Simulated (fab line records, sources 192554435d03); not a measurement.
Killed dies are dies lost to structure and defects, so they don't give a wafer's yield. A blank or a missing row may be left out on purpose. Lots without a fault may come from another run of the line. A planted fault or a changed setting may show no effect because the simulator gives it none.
Chamber matching | flow n5_finfet | N5_BEOL_M10_STRIP_36 on rie_diel-01: 4 sister chambers
The step strips in N2/H2. 14 wafers are shown with their chamber, then 7 later ones without.

WAFERS WITH THEIR CHAMBER
wafer  | chamber | drypump_motor_current_A (A) | throttle_valve_pct (%) | showerhead_plenum_p_Torr (Torr)
L079.1 | 0       | 4.9                         | 23.8                   | 2.49
L079.3 | 3       | 6.1                         | 23.3                   | 2.45
L079.5 | 1       | 6.3                         | 23.2                   | 2.46
L082.1 | 1       | 6.3                         | 23.3                   | 2.46
L082.4 | 2       | 5.8                         | 23.6                   | 2.45
L082.5 | 3       | 6.1                         | 23.3                   | 2.45
L077.1 | 0       | 4.8                         | 23.8                   | 2.49
L077.3 | 2       | 5.8                         | 23.6                   | 2.45
L077.6 | 0       | 4.9                         | 23.8                   | 2.49
L085.2 | 2       | 5.8                         | 23.6                   | 2.45
L085.3 | 0       | 4.8                         | 23.8                   | 2.49
L085.5 | 1       | 6.3                         | 23.2                   | 2.45
L088.1 | 1       | 6.3                         | 23.2                   | 2.45
L088.2 | 0       | 4.9                         | 23.8                   | 2.49

SIGNATURES (means of the wafers above)
reading                  | chamber 0 | chamber 1 | chamber 2 | chamber 3 | scatter within a chamber
drypump_motor_current_A  | 4.860     | 6.300     | 5.800     | 6.100     | 0.0346
throttle_valve_pct       | 23.800    | 23.225    | 23.600    | 23.300    | 0.0274
showerhead_plenum_p_Torr | 2.4900    | 2.4550    | 2.4500    | 2.4500    | 0.00316
Rule: a wafer's distance from a chamber is the root of the sum, over the readings, of the square of ((its reading less the chamber's mean) divided by the reading's scatter). The wafer belongs to the nearest chamber; if the next one is less than 2 further off, it can't be placed. The scatter: the root of (the sum of the squares of (reading less its chamber's mean) over the shown wafers, divided by (wafers less chambers)).

WAFERS WITHOUT THEIR CHAMBER
wafer  | drypump_motor_current_A (A) | throttle_valve_pct (%) | showerhead_plenum_p_Torr (Torr)
L088.3 | 5.8                         | 23.6                   | 2.44
L092.2 | 6.3                         | 23.2                   | 2.45
L092.4 | 6.1                         | 23.3                   | 2.44
L092.6 | 5.8                         | 23.6                   | 2.44
L097.2 | 5.8                         | 23.6                   | 2.44
L097.3 | 6.3                         | 23.3                   | 2.44
L097.6 | 6.3                         | 23.3                   | 2.44

WHICH CHAMBER EACH WENT THROUGH
wafer  | from the rows above     | in truth
L088.3 | 2                       | 2
L092.2 | 1                       | 1
L092.4 | 3                       | 3
L092.6 | 2                       | 2
L097.2 | 2                       | 2
L097.3 | can't be placed: 1 or 3 | 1
L097.6 | can't be placed: 1 or 3 | 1
Placed correctly: 5 of 7. Can't be placed from these rows: 2 (the true chamber is among the candidates in 2). Placed wrongly: 0.
